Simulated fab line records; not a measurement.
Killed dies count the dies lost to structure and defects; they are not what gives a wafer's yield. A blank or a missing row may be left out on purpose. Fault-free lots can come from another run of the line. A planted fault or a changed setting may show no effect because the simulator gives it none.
Matching of chambers / flow nand-harc / 4 sister chambers for NHARC_P_CONTACT_CMP_24 on cmp-04
The step polishes, t overpolish 30 s, target thk 200 nm. 24 wafers are shown with their chamber, then 12 later ones without.

## WAFERS WITH THEIR CHAMBER
wafer=L076.1; chamber=1; motor-current-A (A)=12.4; time-to-endpoint-s (s)=38; overpolish-run-s (s)=29.996
wafer=L076.5; chamber=1; motor-current-A (A)=11.9; time-to-endpoint-s (s)=40; overpolish-run-s (s)=29.997
wafer=L076.6; chamber=0; motor-current-A (A)=11.8; time-to-endpoint-s (s)=41; overpolish-run-s (s)=29.985
wafer=L077.1; chamber=1; motor-current-A (A)=12.2; time-to-endpoint-s (s)=38; overpolish-run-s (s)=29.995
wafer=L077.5; chamber=0; motor-current-A (A)=11.9; time-to-endpoint-s (s)=41; overpolish-run-s (s)=30.001
wafer=L077.6; chamber=3; motor-current-A (A)=10.3; time-to-endpoint-s (s)=32; overpolish-run-s (s)=29.995
wafer=L082.1; chamber=1; motor-current-A (A)=12.6; time-to-endpoint-s (s)=39; overpolish-run-s (s)=30.006
wafer=L082.4; chamber=0; motor-current-A (A)=12.4; time-to-endpoint-s (s)=41; overpolish-run-s (s)=30.008
wafer=L082.5; chamber=0; motor-current-A (A)=12.1; time-to-endpoint-s (s)=42; overpolish-run-s (s)=30.006
wafer=L084.2; chamber=1; motor-current-A (A)=12.1; time-to-endpoint-s (s)=44; overpolish-run-s (s)=30.013
wafer=L084.3; chamber=2; motor-current-A (A)=12.8; time-to-endpoint-s (s)=45; overpolish-run-s (s)=29.999
wafer=L084.4; chamber=0; motor-current-A (A)=12.2; time-to-endpoint-s (s)=45; overpolish-run-s (s)=30.002
wafer=L085.1; chamber=2; motor-current-A (A)=12.5; time-to-endpoint-s (s)=45; overpolish-run-s (s)=30.013
wafer=L085.4; chamber=0; motor-current-A (A)=12.3; time-to-endpoint-s (s)=44; overpolish-run-s (s)=30.005
wafer=L085.5; chamber=0; motor-current-A (A)=11.8; time-to-endpoint-s (s)=44; overpolish-run-s (s)=30.000
wafer=L089.1; chamber=3; motor-current-A (A)=9.8; time-to-endpoint-s (s)=39; overpolish-run-s (s)=29.985
wafer=L089.2; chamber=2; motor-current-A (A)=12.7; time-to-endpoint-s (s)=49; overpolish-run-s (s)=29.994
wafer=L089.3; chamber=1; motor-current-A (A)=11.8; time-to-endpoint-s (s)=43; overpolish-run-s (s)=29.987
wafer=L089.4; chamber=0; motor-current-A (A)=11.7; time-to-endpoint-s (s)=45; overpolish-run-s (s)=30.005
wafer=L089.5; chamber=2; motor-current-A (A)=12.7; time-to-endpoint-s (s)=46; overpolish-run-s (s)=29.996
wafer=L089.6; chamber=1; motor-current-A (A)=12.4; time-to-endpoint-s (s)=46; overpolish-run-s (s)=29.997
wafer=L092.1; chamber=3; motor-current-A (A)=10.5; time-to-endpoint-s (s)=38; overpolish-run-s (s)=30.006
wafer=L092.2; chamber=0; motor-current-A (A)=11.9; time-to-endpoint-s (s)=46; overpolish-run-s (s)=30.005
wafer=L092.4; chamber=1; motor-current-A (A)=12.6; time-to-endpoint-s (s)=41; overpolish-run-s (s)=30.005

SIGNATURES (averages over the wafers above)
reading=motor-current-A; chamber 0=12.011; chamber 1=12.250; chamber 2=12.675; chamber 3=10.200; scatter within a chamber=0.268
reading=time-to-endpoint-s; chamber 0=43.22; chamber 1=41.12; chamber 2=46.25; chamber 3=36.33; scatter within a chamber=2.57
reading=overpolish-run-s; chamber 0=30.00189; chamber 1=29.99950; chamber 2=30.00050; chamber 3=29.99533; scatter within a chamber=0.00797
Rule: for each reading, subtract the chamber's mean from the wafer's reading, divide by that reading's scatter and square the result; add these up over the readings and take the root, which gives the wafer's distance from the chamber. The wafer belongs to the nearest chamber; if the next one is less than 2 further off, it can't be placed. How the scatter is found: for the shown wafers, subtract from each reading the mean of its chamber, square and add these, divide the total by (wafers less chambers), then take the root.

## WAFERS MISSING THEIR CHAMBER
wafer=L094.1; motor-current-A (A)=10.5; time-to-endpoint-s (s)=35; overpolish-run-s (s)=30.012
wafer=L094.4; motor-current-A (A)=12.0; time-to-endpoint-s (s)=43; overpolish-run-s (s)=29.990
wafer=L094.5; motor-current-A (A)=12.1; time-to-endpoint-s (s)=43; overpolish-run-s (s)=29.994
wafer=L095.1; motor-current-A (A)=11.8; time-to-endpoint-s (s)=44; overpolish-run-s (s)=30.000
wafer=L095.3; motor-current-A (A)=12.5; time-to-endpoint-s (s)=47; overpolish-run-s (s)=30.006
wafer=L095.4; motor-current-A (A)=12.6; time-to-endpoint-s (s)=43; overpolish-run-s (s)=30.010
wafer=L097.2; motor-current-A (A)=13.2; time-to-endpoint-s (s)=43; overpolish-run-s (s)=30.006
wafer=L097.3; motor-current-A (A)=12.7; time-to-endpoint-s (s)=39; overpolish-run-s (s)=30.009
wafer=L097.4; motor-current-A (A)=10.7; time-to-endpoint-s (s)=34; overpolish-run-s (s)=29.988
wafer=L097.1; motor-current-A (A)=11.5; time-to-endpoint-s (s)=42; overpolish-run-s (s)=29.999
wafer=L097.5; motor-current-A (A)=12.6; time-to-endpoint-s (s)=44; overpolish-run-s (s)=29.987
wafer=L097.6; motor-current-A (A)=11.7; time-to-endpoint-s (s)=41; overpolish-run-s (s)=29.987

## THE CHAMBER EACH PASSED THROUGH
wafer=L094.1; from the rows above=3; in truth=3
wafer=L094.4; from the rows above=can't be placed: 0 or 1 or 2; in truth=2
wafer=L094.5; from the rows above=can't be placed: 0 or 1 or 2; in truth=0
wafer=L095.1; from the rows above=can't be placed: 0 or 1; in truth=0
wafer=L095.3; from the rows above=can't be placed: 2 or 0 or 1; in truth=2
wafer=L095.4; from the rows above=can't be placed: 2 or 1 or 0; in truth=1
wafer=L097.2; from the rows above=can't be placed: 2 or 1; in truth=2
wafer=L097.3; from the rows above=can't be placed: 1 or 2 or 0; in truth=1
wafer=L097.4; from the rows above=3; in truth=3
wafer=L097.1; from the rows above=can't be placed: 0 or 1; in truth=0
wafer=L097.5; from the rows above=can't be placed: 2 or 1 or 0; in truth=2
wafer=L097.6; from the rows above=can't be placed: 0 or 1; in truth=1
Correctly placed: 2 of 12. Can't be placed from these rows: 10 (the true chamber is among the candidates in 10). Wrongly placed: 0.
